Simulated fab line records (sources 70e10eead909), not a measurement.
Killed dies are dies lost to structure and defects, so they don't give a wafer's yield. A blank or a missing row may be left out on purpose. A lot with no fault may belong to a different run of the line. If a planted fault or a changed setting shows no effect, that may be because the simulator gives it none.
fab line records / flow nand-harc
[record] lots = 6 wafers = 18 last-day = 33
route steps=1302 shown A_M0@1166 A_M1@1169 END@1302
lots with no fault: from the same line, run without faults
start-h: the number of hours between the record's first day and the start of the first shown wafer of the lot / wait-h: hours elapsed since this lot's preceding step / " the same as in the row above / L1.1+2: one row covering several wafers at once / - no value, or no start was given / * or withheld: withheld / < > ~ a bound
route shown NAME@n: NAME is a module with steps in the file, n the number in the route of the first one / usual: mean/standard deviation taken from wafers without a fault / same: alike in all rows / chamber/n: place in a boat / sites: each site's reading / _std_site: their standard deviation / _edge_site: outer sites' mean less inner sites' / radius-mm: for every site, how far away it sits from the centre of the wafer / mask NAME#n: copy n / behind: the tool/chamber that last shaped the wafer / hold: what put the lot on hold/how long, in hours/how the hold closed / device: which transistor (n, p or np) failed to switch / end of line: the route-end tests of the same wafers / a step with no rows: only its recipe / killed: at the first sort, the dies lost to defects and structure; wafer yield is something else / map: a wafer's dies, x killed, . not, _ none there
set.NAME: the run value of the setting; set.NAME@STEP: its run value at that earlier step / model.NAME: the simulator's own value behind a step, which no gauge read
a table for each step, a row for each wafer; lots at some steps of the route
services: from which hour (start-h, from the record's first day; less than 0 if before it) a tool's chamber was out of use, for how many hours, and why
[[steps]]
[step NHARC_A_M0_INSPECT_27]
[usual] raw-defect-count = 496/120
lot.wafer=L784.1 tool=defect-inspect-01 chamber=- start-h=564.07 wait-h=0.0 raw-defect-count=402
lot.wafer=L784.2 tool=defect-inspect-01 chamber=- start-h=564.07 wait-h=0.0 raw-defect-count=500
lot.wafer=L784.4 tool=defect-inspect-01 chamber=- start-h=564.07 wait-h=0.0 raw-defect-count=555
lot.wafer=L785.1 tool=defect-inspect-01 chamber=- start-h=589.09 wait-h=0.0 raw-defect-count=449
lot.wafer=L785.2 tool=defect-inspect-01 chamber=- start-h=589.09 wait-h=0.0 raw-defect-count=382
lot.wafer=L785.3 tool=defect-inspect-01 chamber=- start-h=589.09 wait-h=0.0 raw-defect-count=625
lot.wafer=L798.4 tool=defect-inspect-02 chamber=- start-h=716.48 wait-h=0.0 raw-defect-count=412
lot.wafer=L798.5 tool=defect-inspect-02 chamber=- start-h=716.48 wait-h=0.0 raw-defect-count=496
lot.wafer=L798.6 tool=defect-inspect-02 chamber=- start-h=716.48 wait-h=0.0 raw-defect-count=391
lot.wafer=L799.2 tool=defect-inspect-01 chamber=- start-h=721.00 wait-h=0.0 raw-defect-count=477
lot.wafer=L799.3 tool=defect-inspect-01 chamber=- start-h=721.00 wait-h=0.0 raw-defect-count=663
lot.wafer=L799.6 tool=defect-inspect-01 chamber=- start-h=721.00 wait-h=0.0 raw-defect-count=498
lot.wafer=L803.3 tool=defect-inspect-01 chamber=- start-h=755.48 wait-h=0.0 raw-defect-count=498
lot.wafer=L803.4 tool=defect-inspect-01 chamber=- start-h=755.48 wait-h=0.0 raw-defect-count=568
lot.wafer=L803.5 tool=defect-inspect-01 chamber=- start-h=755.48 wait-h=0.0 raw-defect-count=467
lot.wafer=L802.3 tool=defect-inspect-01 chamber=- start-h=757.18 wait-h=0.0 raw-defect-count=516
lot.wafer=L802.4 tool=defect-inspect-01 chamber=- start-h=757.18 wait-h=0.0 raw-defect-count=588
lot.wafer=L802.6 tool=defect-inspect-01 chamber=- start-h=757.18 wait-h=0.0 raw-defect-count=436
[step NHARC_A_M0_PRE_CLEAN_31]
[recipe] time-s = 12 temp-c = 370 rf-power-w = 300 gas = NH3
[usual] heater-power-w = 619/53 susceptor-temp-C = 369.96/0.23
lot.wafer=L784.1 tool=pecvd-03 chamber=0 start-h=564.14 wait-h=0.1 heater-power-w=559 susceptor-temp-C=370.43
lot.wafer=L784.2 tool=pecvd-03 chamber=2 start-h=564.14 wait-h=0.1 heater-power-w=607 susceptor-temp-C=369.90
lot.wafer=L784.4 tool=pecvd-03 chamber=0 start-h=564.14 wait-h=0.1 heater-power-w=560 susceptor-temp-C=370.23
lot.wafer=L785.3 tool=pecvd-03 chamber=1 start-h=589.16 wait-h=0.1 heater-power-w=707 susceptor-temp-C=369.78
lot.wafer=L785.2 tool=pecvd-03 chamber=2 start-h=589.16 wait-h=0.1 heater-power-w=636 susceptor-temp-C=369.83
lot.wafer=L785.1 tool=pecvd-03 chamber=0 start-h=589.16 wait-h=0.1 heater-power-w=540 susceptor-temp-C=370.14
lot.wafer=L798.6 tool=pecvd-04 chamber=1 start-h=716.64 wait-h=0.2 heater-power-w=692 susceptor-temp-C=369.91
lot.wafer=L798.5 tool=pecvd-04 chamber=2 start-h=716.64 wait-h=0.2 heater-power-w=678 susceptor-temp-C=370.05
lot.wafer=L798.4 tool=pecvd-04 chamber=0 start-h=716.64 wait-h=0.2 heater-power-w=618 susceptor-temp-C=369.88
lot.wafer=L799.3 tool=pecvd-02 chamber=1 start-h=721.06 wait-h=0.1 heater-power-w=628 susceptor-temp-C=370.30
lot.wafer=L799.2 tool=pecvd-02 chamber=0 start-h=721.06 wait-h=0.1 heater-power-w=592 susceptor-temp-C=369.92
lot.wafer=L799.6 tool=pecvd-02 chamber=2 start-h=721.06 wait-h=0.1 heater-power-w=584 susceptor-temp-C=369.97
lot.wafer=L803.3 tool=pecvd-03 chamber=2 start-h=755.57 wait-h=0.1 heater-power-w=533 susceptor-temp-C=369.60
lot.wafer=L803.4 tool=pecvd-03 chamber=0 start-h=755.57 wait-h=0.1 heater-power-w=490 susceptor-temp-C=370.25
lot.wafer=L803.5 tool=pecvd-03 chamber=1 start-h=755.57 wait-h=0.1 heater-power-w=635 susceptor-temp-C=369.47
lot.wafer=L802.3 tool=pecvd-04 chamber=1 start-h=757.26 wait-h=0.1 heater-power-w=680 susceptor-temp-C=369.87
lot.wafer=L802.6 tool=pecvd-04 chamber=0 start-h=757.26 wait-h=0.1 heater-power-w=588 susceptor-temp-C=370.17
lot.wafer=L802.4 tool=pecvd-04 chamber=1 start-h=757.26 wait-h=0.1 heater-power-w=699 susceptor-temp-C=370.14
[step NHARC_A_M0_DEP_32]
[recipe] target-thk-a = 300 temp-c = 370 target-thk-nm = 30 pressure-torr = 3 flow-sccm = 200 rf-w = 450 material = SiCN
[usual] heater-power-w = 568/54 susceptor-temp-C = 370.02/0.21
lot.wafer=L784.1 tool=pecvd-03 chamber=0 start-h=564.25 wait-h=0.1 heater-power-w=512 susceptor-temp-C=370.18
lot.wafer=L784.2 tool=pecvd-03 chamber=2 start-h=564.25 wait-h=0.1 heater-power-w=565 susceptor-temp-C=369.99
lot.wafer=L784.4 tool=pecvd-03 chamber=0 start-h=564.25 wait-h=0.1 heater-power-w=510 susceptor-temp-C=370.14
lot.wafer=L785.3 tool=pecvd-03 chamber=1 start-h=589.24 wait-h=0.1 heater-power-w=695 susceptor-temp-C=369.89
lot.wafer=L785.2 tool=pecvd-03 chamber=2 start-h=589.24 wait-h=0.1 heater-power-w=504 susceptor-temp-C=369.86
lot.wafer=L785.1 tool=pecvd-03 chamber=0 start-h=589.24 wait-h=0.1 heater-power-w=489 susceptor-temp-C=369.74
lot.wafer=L798.6 tool=pecvd-04 chamber=1 start-h=716.81 wait-h=0.2 heater-power-w=615 susceptor-temp-C=370.21
lot.wafer=L798.5 tool=pecvd-04 chamber=2 start-h=716.81 wait-h=0.2 heater-power-w=609 susceptor-temp-C=369.98
lot.wafer=L798.4 tool=pecvd-04 chamber=0 start-h=716.81 wait-h=0.2 heater-power-w=546 susceptor-temp-C=370.39
lot.wafer=L799.3 tool=pecvd-02 chamber=1 start-h=721.14 wait-h=0.1 heater-power-w=636 susceptor-temp-C=370.17
lot.wafer=L799.2 tool=pecvd-02 chamber=0 start-h=721.14 wait-h=0.1 heater-power-w=560 susceptor-temp-C=369.97
lot.wafer=L799.6 tool=pecvd-02 chamber=2 start-h=721.14 wait-h=0.1 heater-power-w=574 susceptor-temp-C=369.91
lot.wafer=L803.3 tool=pecvd-03 chamber=2 start-h=755.71 wait-h=0.1 heater-power-w=554 susceptor-temp-C=369.86
lot.wafer=L803.4 tool=pecvd-03 chamber=0 start-h=755.71 wait-h=0.1 heater-power-w=499 susceptor-temp-C=370.05
lot.wafer=L803.5 tool=pecvd-03 chamber=1 start-h=755.71 wait-h=0.1 heater-power-w=632 susceptor-temp-C=369.55
lot.wafer=L802.3 tool=pecvd-04 chamber=1 start-h=757.37 wait-h=0.1 heater-power-w=626 susceptor-temp-C=369.88
lot.wafer=L802.6 tool=pecvd-04 chamber=0 start-h=757.37 wait-h=0.1 heater-power-w=550 susceptor-temp-C=369.96
lot.wafer=L802.4 tool=pecvd-04 chamber=1 start-h=757.37 wait-h=0.1 heater-power-w=627 susceptor-temp-C=369.83
[step NHARC_A_M1_DEP_00]
[recipe] target-thk-a = 1825 target-thk-nm = 182.5 temp-c = withheld pressure-torr = 5 flow-sccm = 200 rf-w = 600 material = SiOC
[step NHARC_A_M1_DEHYDRATE_01]
[recipe] temp-c = 150 time-s = 120
[step NHARC_A_M1_HMDS_02]
[recipe] time-s = 30
[step NHARC_A_M1_COAT_34]
[recipe] temp-c = 200 time-s = 65
[step NHARC_A_M1_COAT_03]
[recipe] spin-rpm = 1500 resist-thk-nm = 90
[step NHARC_A_M1_SOFTBAKE_04]
[recipe] temp-c = 105 time-s = 55
[step NHARC_A_M1_EBR_05]
[step NHARC_A_M1_EXPOSE_06]
[recipe] na = 1.35 target-cd-nm = 120 dose-mj = 75.13 mask-id = A_M1
[step NHARC_A_M1_PEB_07]
[recipe] peb-temp-c = 100 peb-time-s = 65
[step NHARC_A_M1_DEVELOP_08]
[recipe] develop-time-s = 35 dev-temp-c = 23
[usual] developer-temp-C = 23.00/0.11
lot.wafer=L784.1 tool=litho-track-06 chamber=0 start-h=565 wait-h=- developer-temp-C=23.04
lot.wafer=L784.2 tool=litho-track-06 chamber=0 start-h=565 wait-h=- developer-temp-C=23.02
lot.wafer=L784.4 tool=litho-track-06 chamber=0 start-h=565 wait-h=- developer-temp-C=23.04
lot.wafer=L785.1 tool=litho-track-01 chamber=0 start-h=590 wait-h=- developer-temp-C=23.04
lot.wafer=L785.2 tool=litho-track-01 chamber=0 start-h=590 wait-h=- developer-temp-C=22.91
lot.wafer=L785.3 tool=litho-track-01 chamber=0 start-h=590 wait-h=- developer-temp-C=23.11
lot.wafer=L798.4 tool=litho-track-06 chamber=0 start-h=717 wait-h=- developer-temp-C=22.08
lot.wafer=L798.5 tool=litho-track-06 chamber=0 start-h=717 wait-h=- developer-temp-C=22.15
lot.wafer=L798.6 tool=litho-track-06 chamber=0 start-h=717 wait-h=- developer-temp-C=22.02
lot.wafer=L799.2 tool=litho-track-06 chamber=0 start-h=722 wait-h=- developer-temp-C=22.10
lot.wafer=L799.3 tool=litho-track-06 chamber=0 start-h=722 wait-h=- developer-temp-C=22.07
lot.wafer=L799.6 tool=litho-track-06 chamber=0 start-h=722 wait-h=- developer-temp-C=21.88
lot.wafer=L803.3 tool=litho-track-01 chamber=0 start-h=756 wait-h=- developer-temp-C=22.94
lot.wafer=L803.4 tool=litho-track-01 chamber=0 start-h=756 wait-h=- developer-temp-C=23.00
lot.wafer=L803.5 tool=litho-track-01 chamber=0 start-h=756 wait-h=- developer-temp-C=22.88
lot.wafer=L802.3 tool=litho-track-04 chamber=0 start-h=758 wait-h=- developer-temp-C=22.93
lot.wafer=L802.4 tool=litho-track-04 chamber=0 start-h=758 wait-h=- developer-temp-C=22.85
lot.wafer=L802.6 tool=litho-track-04 chamber=0 start-h=758 wait-h=- developer-temp-C=22.81
[step NHARC_A_M1_CD_MEAS_09]
[recipe] target-cd-nm = 120 landing-energy-ev = 500
[usual] cd-nm = 120.1/0.56
lot.wafer=L784.1 tool=cd-sem-02 chamber=0 start-h=565.62 wait-h=- cd-nm=122.1
lot.wafer=L784.2 tool=cd-sem-02 chamber=0 start-h=565.62 wait-h=- cd-nm=120.6
lot.wafer=L784.4 tool=cd-sem-02 chamber=0 start-h=565.62 wait-h=- cd-nm=120.6
lot.wafer=L785.1 tool=cd-sem-02 chamber=0 start-h=590.67 wait-h=- cd-nm=120.3
lot.wafer=L785.2 tool=cd-sem-02 chamber=0 start-h=590.67 wait-h=- cd-nm=120.3
lot.wafer=L785.3 tool=cd-sem-02 chamber=0 start-h=590.67 wait-h=- cd-nm=120.0
lot.wafer=L798.4 tool=cd-sem-03 chamber=0 start-h=717.82 wait-h=- cd-nm=119.9
lot.wafer=L798.5 tool=cd-sem-03 chamber=0 start-h=717.82 wait-h=- cd-nm=120.4
lot.wafer=L798.6 tool=cd-sem-03 chamber=0 start-h=717.82 wait-h=- cd-nm=120.1
lot.wafer=L799.2 tool=cd-sem-01 chamber=0 start-h=722.37 wait-h=- cd-nm=120.8
lot.wafer=L799.3 tool=cd-sem-01 chamber=0 start-h=722.37 wait-h=- cd-nm=120.3
lot.wafer=L799.6 tool=cd-sem-01 chamber=0 start-h=722.37 wait-h=- cd-nm=121.0
lot.wafer=L803.3 tool=cd-sem-01 chamber=0 start-h=756.76 wait-h=- cd-nm=120.6
lot.wafer=L803.4 tool=cd-sem-01 chamber=0 start-h=756.76 wait-h=- cd-nm=121.1
lot.wafer=L803.5 tool=cd-sem-01 chamber=0 start-h=756.76 wait-h=- cd-nm=121.0
lot.wafer=L802.3 tool=cd-sem-01 chamber=0 start-h=758.47 wait-h=- cd-nm=119.8
lot.wafer=L802.4 tool=cd-sem-01 chamber=0 start-h=758.47 wait-h=- cd-nm=119.1
lot.wafer=L802.6 tool=cd-sem-01 chamber=0 start-h=758.47 wait-h=- cd-nm=119.0
[step NHARC_END_SORT_01]
[recipe] temp-c = 25
[usual] defect-limited-yield = 91/3.1 killed-at-array = 57/20 killed-at-other = 1.0/1.5 killed-at-periphery = 3.5/2.5 killed-dies = 62/21 killed-open = 3.5/1.9 killed-short = 2.4/1.6
[same] gross-dies = 677
lot.wafer=L784.1 tool=prober-01 chamber=0 start-h=605.06 wait-h=2.4 defect-limited-yield[%]=94 killed-at-array=41 killed-at-other=0 killed-at-periphery=1 killed-dies=42 killed-open=5 killed-short=4
lot.wafer=L784.2 tool=prober-01 chamber=0 start-h=605.86 wait-h=2.8 defect-limited-yield[%]=92 killed-at-array=51 killed-at-other=0 killed-at-periphery=4 killed-dies=55 killed-open=8 killed-short=1
lot.wafer=L784.4 tool=prober-01 chamber=0 start-h=607.46 wait-h=3.4 defect-limited-yield[%]=94 killed-at-array=38 killed-at-other=0 killed-at-periphery=4 killed-dies=42 killed-open=2 killed-short=4
lot.wafer=L785.1 tool=prober-02 chamber=0 start-h=626.62 wait-h=2.5 defect-limited-yield[%]=89 killed-at-array=74 killed-at-other=0 killed-at-periphery=2 killed-dies=76 killed-open=1 killed-short=3
lot.wafer=L785.2 tool=prober-02 chamber=0 start-h=627.40 wait-h=2.8 defect-limited-yield[%]=89 killed-at-array=66 killed-at-other=3 killed-at-periphery=3 killed-dies=72 killed-open=2 killed-short=3
lot.wafer=L785.3 tool=prober-02 chamber=0 start-h=628.19 wait-h=3.1 defect-limited-yield[%]=91 killed-at-array=58 killed-at-other=1 killed-at-periphery=3 killed-dies=62 killed-open=3 killed-short=2
lot.wafer=L799.2 tool=prober-01 chamber=0 start-h=773.62 wait-h=2.8 defect-limited-yield[%]=94 killed-at-array=34 killed-at-other=1 killed-at-periphery=5 killed-dies=40 killed-open=2 killed-short=2
lot.wafer=L799.3 tool=prober-01 chamber=0 start-h=774.41 wait-h=3.1 defect-limited-yield[%]=95 killed-at-array=35 killed-at-other=1 killed-at-periphery=1 killed-dies=37 killed-open=3 killed-short=0
lot.wafer=L799.6 tool=prober-01 chamber=0 start-h=776.79 wait-h=4.0 defect-limited-yield[%]=95 killed-at-array=32 killed-at-other=0 killed-at-periphery=1 killed-dies=33 killed-open=6 killed-short=2
lot.wafer=L802.3 tool=prober-01 chamber=0 start-h=795.10 wait-h=3.1 defect-limited-yield[%]=92 killed-at-array=49 killed-at-other=0 killed-at-periphery=5 killed-dies=54 killed-open=4 killed-short=1
lot.wafer=L802.4 tool=prober-01 chamber=0 start-h=795.88 wait-h=3.4 defect-limited-yield[%]=92 killed-at-array=47 killed-at-other=1 killed-at-periphery=3 killed-dies=51 killed-open=4 killed-short=0
lot.wafer=L802.6 tool=prober-01 chamber=0 start-h=797.44 wait-h=3.9 defect-limited-yield[%]=92 killed-at-array=48 killed-at-other=0 killed-at-periphery=5 killed-dies=53 killed-open=3 killed-short=4
// killed by level:class
L784.1 A_CHANNEL_HOLE_D2:chamber-film-flake=20 A_CONTACT:chamber-film-flake=6 A_CHANNEL_HOLE_D1:chamber-film-flake=3 A_M0:geometric-particle:short=2 A_STAIRCASE:chamber-film-flake=2 P_GATE:geometric-particle:open=1 A_ONON_D1:geometric-particle:short=1 A_ONON_D1:geometric-particle:open=1
L784.2 A_CHANNEL_HOLE_D2:chamber-film-flake=28 A_CHANNEL_HOLE_D1:chamber-film-flake=7 A_CONTACT:chamber-film-flake=7 P_CONTACT:geometric-particle:open=2 A_CHANNEL_FILL_D2:geometric-particle:open=2 A_M0:geometric-particle:open=2 A_WL_FILL:chamber-film-flake=2 A_ONON_D1:geometric-particle:open=1
L784.4 A_CHANNEL_HOLE_D2:chamber-film-flake=26 P_STI:chamber-film-flake=3 A_CONTACT:chamber-film-flake=3 A_WL_FILL:chamber-film-flake=2 P_CONTACT:geometric-particle:open=1 A_ONON_D1:geometric-particle:open=1 A_ONON_D1:geometric-particle:short=1 A_CHANNEL_HOLE_D1:geometric-particle:short=1
L785.1 A_CHANNEL_HOLE_D2:chamber-film-flake=36 A_SLIT:chamber-film-flake=24 A_CHANNEL_HOLE_D1:chamber-film-flake=4 A_DECK1_JOINT:chamber-film-flake=2 A_CONTACT:chamber-film-flake=2 A_SOURCE_PLATE:geometric-particle:short=1 A_CHANNEL_HOLE_D1:geometric-particle:short=1 A_WL_FILL:geometric-particle:short=1
L785.2 A_CHANNEL_HOLE_D2:chamber-film-flake=28 A_SLIT:chamber-film-flake=26 A_CONTACT:chamber-film-flake=5 THIN_TSV:chamber-film-flake=3 A_CHANNEL_HOLE_D1:chamber-film-flake=2 P_GATE:geometric-particle:short=1 P_GATE:geometric-particle:open=1 A_CHANNEL_FILL_D1:geometric-particle:short=1
L785.3 A_CHANNEL_HOLE_D2:chamber-film-flake=24 A_SLIT:chamber-film-flake=22 A_CONTACT:chamber-film-flake=4 A_WL_FILL:geometric-particle:short=2 P_CONTACT:chamber-film-flake=2 P_CONTACT:geometric-particle:open=1 A_ONON_D2:geometric-particle:open=1 A_CONTACT:geometric-particle:open=1
L799.2 A_CHANNEL_HOLE_D1:chamber-film-flake=17 A_SLIT:chamber-film-flake=11 A_CONTACT:chamber-film-flake=4 P_ZERO_WELL:chamber-film-flake=2 P_ZERO_WELL:geometric-particle:short=1 P_M2:geometric-particle:open=1 A_WL_FILL:geometric-particle:short=1 A_WL_FILL:geometric-particle:open=1
L799.3 A_CHANNEL_HOLE_D1:chamber-film-flake=17 A_SLIT:chamber-film-flake=5 A_CONTACT:chamber-film-flake=4 A_STAIRCASE:chamber-film-flake=3 A_CHANNEL_FILL_D1:geometric-particle:open=1 A_SGD_CUT:geometric-particle:open=1 A_CONTACT:geometric-particle:open=1 P_ZERO_WELL:chamber-film-flake=1
L799.6 A_CHANNEL_HOLE_D1:chamber-film-flake=12 A_SLIT:chamber-film-flake=8 A_CONTACT:chamber-film-flake=4 A_WL_FILL:geometric-particle:open=2 P_STI:geometric-particle:open=1 A_ONON_D1:geometric-particle:open=1 A_CHANNEL_FILL_D1:geometric-particle:short=1 A_CHANNEL_HOLE_D2:geometric-particle:open=1
L802.3 A_SLIT:chamber-film-flake=36 P_BONDPAD:chamber-film-flake=3 A_CHANNEL_HOLE_D2:chamber-film-flake=3 A_CONTACT:chamber-film-flake=3 P_STI:chamber-film-flake=2 A_STAIRCASE:chamber-film-flake=2 A_DECK1_JOINT:geometric-particle:open=1 A_ONON_D2:geometric-particle:open=1
L802.4 A_SLIT:chamber-film-flake=37 A_CHANNEL_HOLE_D2:chamber-film-flake=2 A_M1:chamber-film-flake=2 P_CONTACT:geometric-particle:open=1 P_M0:geometric-particle:open=1 A_ONON_D1:geometric-particle:open=1 A_CHANNEL_FILL_D2:geometric-particle:open=1 P_BONDPAD:chamber-film-flake=1
L802.6 A_SLIT:chamber-film-flake=32 A_DECK1_JOINT:chamber-film-flake=3 A_CHANNEL_HOLE_D2:chamber-film-flake=3 A_CONTACT:chamber-film-flake=3 P_STI:chamber-film-flake=2 P_M0:geometric-particle:open=1 P_M1:geometric-particle:short=1 A_CHANNEL_FILL_D1:geometric-particle:open=1
[[services]]
tool=pecvd-03 chamber=- start-h=547.39 hours=13.0 kind=pm
tool=pecvd-03 chamber=0 start-h=547.39 hours=13.0 kind=vent-cycle
tool=pecvd-03 chamber=1 start-h=547.39 hours=24.4 kind=vent-cycle
tool=pecvd-03 chamber=2 start-h=547.39 hours=13.0 kind=vent-cycle
tool=litho-track-04 chamber=- start-h=553.00 hours=7.0 kind=pm
tool=pecvd-03 chamber=0 start-h=560.39 hours=- kind=clean
tool=pecvd-03 chamber=2 start-h=560.39 hours=- kind=clean
tool=pecvd-02 chamber=- start-h=589.10 hours=13.0 kind=pm
tool=pecvd-04 chamber=0 start-h=610.89 hours=19.1 kind=repair
tool=pecvd-04 chamber=- start-h=631.05 hours=13.0 kind=pm
tool=pecvd-04 chamber=0 start-h=631.05 hours=13.0 kind=vent-cycle
tool=pecvd-02 chamber=0 start-h=665.63 hours=2.0 kind=repair
tool=litho-track-01 chamber=- start-h=680.00 hours=7.0 kind=pm
tool=litho-track-06 chamber=- start-h=704.00 hours=7.0 kind=pm
tool=pecvd-02 chamber=1 start-h=712.69 hours=3.6 kind=repair
tool=litho-track-04 chamber=- start-h=728.00 hours=7.0 kind=pm
tool=pecvd-03 chamber=- start-h=728.39 hours=13.0 kind=pm
tool=pecvd-03 chamber=0 start-h=728.39 hours=13.0 kind=vent-cycle
tool=pecvd-03 chamber=1 start-h=728.39 hours=13.0 kind=vent-cycle
tool=pecvd-03 chamber=2 start-h=728.39 hours=13.0 kind=vent-cycle
tool=pecvd-02 chamber=2 start-h=735.63 hours=12.2 kind=repair
tool=pecvd-03 chamber=0 start-h=741.39 hours=- kind=clean
tool=pecvd-03 chamber=1 start-h=741.39 hours=- kind=clean
tool=pecvd-03 chamber=2 start-h=741.39 hours=- kind=clean
[[key]]
[first-sign] step = NHARC_A_M1_DEVELOP_08 reading = developer-temp-C direction = down sigmas = 8.6 usual = * struck = *
effect none on later readings
met-at NHARC_A_M1_DEVELOP_08
struck-wafers L798.4,L798.5,L798.6,L799.2,L799.3,L799.6
onset-between 565 717
[fault] kind = process-parameter-drift tool = litho-track-06 chamber = - onset-h = 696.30 steps = NHARC_A_M1_DEVELOP_08 channel = dev-temp-c offset = * shape = step end-h = 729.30 acts-in = * stated = *
